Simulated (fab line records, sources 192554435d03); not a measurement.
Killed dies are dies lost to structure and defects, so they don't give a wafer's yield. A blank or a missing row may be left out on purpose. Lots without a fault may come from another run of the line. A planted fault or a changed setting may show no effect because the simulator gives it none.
A struck lot beside a sound one | flow n5_finfet | 14 steps out of a route of 1938
Sound: wafers L452.1, L452.5, L452.6. Struck: wafer L459.6. (L459.2, L459.5 of the same lot were not struck and are left out.) The cause comes at the end.
At each step with rows: each side's tool, then ch and its chambers, then its first start. Under that, the readings that differ: sound wafers | struck wafers | difference of the means | sigmas: that difference in standard deviations of wafers without a fault.
alike: readings whose means differ by less than 2 such deviations, and words and numbers that are the same on both sides. not compared: withheld readings, readings that some wafer has no value for, bounds like >300 that may hide the same value, and numbers for which the record gives no deviation and whose values overlap.
The two part at a step that has a row with sigmas, a row that says differs or no value, or rows on one side only. Numbers that don't overlap but have no deviation are shown without sigmas and don't part them. A reading that every wafer of one side lacks parts them only if that side has two wafers or more.

N5_BEOL_M15_ETCH_61: etches BARC in N2/H2, target depth 89 nm, overetch 26.7 nm, time 67.9 s.
  sound on rie_diel-03 ch 0,2,3, day 14 06:04; struck on rie_diel-05 ch 2, day 15 05:22
  reading               | sound          | struck | difference | sigmas
  oes_product_au (a.u.) | 0.58 0.66 0.58 | 0.74   | +0.13      | +2
  alike: drypump_motor_current_A, n2_flow_sccm, rf_vpp_V, showerhead_plenum_p_Torr, throttle_valve_pct
  not compared: rf_hours_counter_h
N5_BEOL_M15_TRENCH_ETCH_34: etches SiO2 in C4F8/O2/Ar, target depth 872.93 nm, time 199 s.
  sound on rie_diel-03 ch 0,2,3, day 14 06:07; struck on rie_diel-05 ch 2, day 15 05:25
  alike: drypump_motor_current_A, oes_f_703_au, oes_product_au, rf_vpp_V, showerhead_plenum_p_Torr, throttle_valve_pct
  not compared: rf_hours_counter_h
N5_BEOL_M15_STRIP_36: strips in O2.
  sound on rie_diel-02 ch 0,3, day 14 06:31; struck on rie_diel-02 ch 2, day 15 06:08
  alike: drypump_motor_current_A, oes_product_au, rf_vpp_V, showerhead_plenum_p_Torr, throttle_valve_pct
  not compared: rf_hours_counter_h
then, 1 step without rows for these wafers: N5_BEOL_M15_STRIP_62 (strips in O2).
N5_BEOL_M15_STRIP_37: strips in O2.
  sound on rie_diel-02 ch 0,3; struck on rie_diel-02 ch 2
  alike: drypump_motor_current_A, oes_product_au, rf_vpp_V, showerhead_plenum_p_Torr, throttle_valve_pct
  not compared: rf_hours_counter_h
then, 3 steps without rows for these wafers: N5_BEOL_M15_ETCH_38 (etches SiCN in CF4/N2, target depth 106.4 nm, time 120.5 s); N5_BEOL_M15_PRECLEAN_39 (cleans in residue remover, time 60 s); N5_BEOL_M15_SRD_40 (time 30 s, dry time 30 s).
N5_BEOL_M15_DEGAS_41: time 60 s.
  sound on pvd_sputter-01, day 14 07:15; struck on pvd_sputter-01, day 15 06:55
  alike: heater_power_w
then, 2 steps without rows for these wafers: N5_BEOL_M15_PRE_CLEAN_42 (time 30 s); N5_BEOL_M15_SPUTTER_43 (material TaN, target thk 15 nm, time 24.19 s).
N5_BEOL_M15_SPUTTER_44: material Ta, target thk 15 nm, time 24.19 s.
  sound on pvd_sputter-01, day 14 07:25; struck on pvd_sputter-01, day 15 07:05
  reading                                     | sound             | struck | difference | sigmas
  cathode_dc_power_W (W)                      | 14997 14998 15002 | 13828  | -1171      | -99 or more
  model.Ta_of_BEOL_M15_SPUTTER_44.thk_nm (nm) | 14.8 14.8 14.8    | 13.4   | -1.4       |
  alike: throttle_valve_pct
then, 2 steps without rows for these wafers: N5_BEOL_M15_SPUTTER_45 (material Cu, target thk 100 nm, time 16.67 s); N5_PASSIVATION_PROBE_49.

WHERE THEY PART
First at N5_BEOL_M15_ETCH_61; last, within this record, at N5_BEOL_M15_SPUTTER_44.

WHY: what the simulator had put in
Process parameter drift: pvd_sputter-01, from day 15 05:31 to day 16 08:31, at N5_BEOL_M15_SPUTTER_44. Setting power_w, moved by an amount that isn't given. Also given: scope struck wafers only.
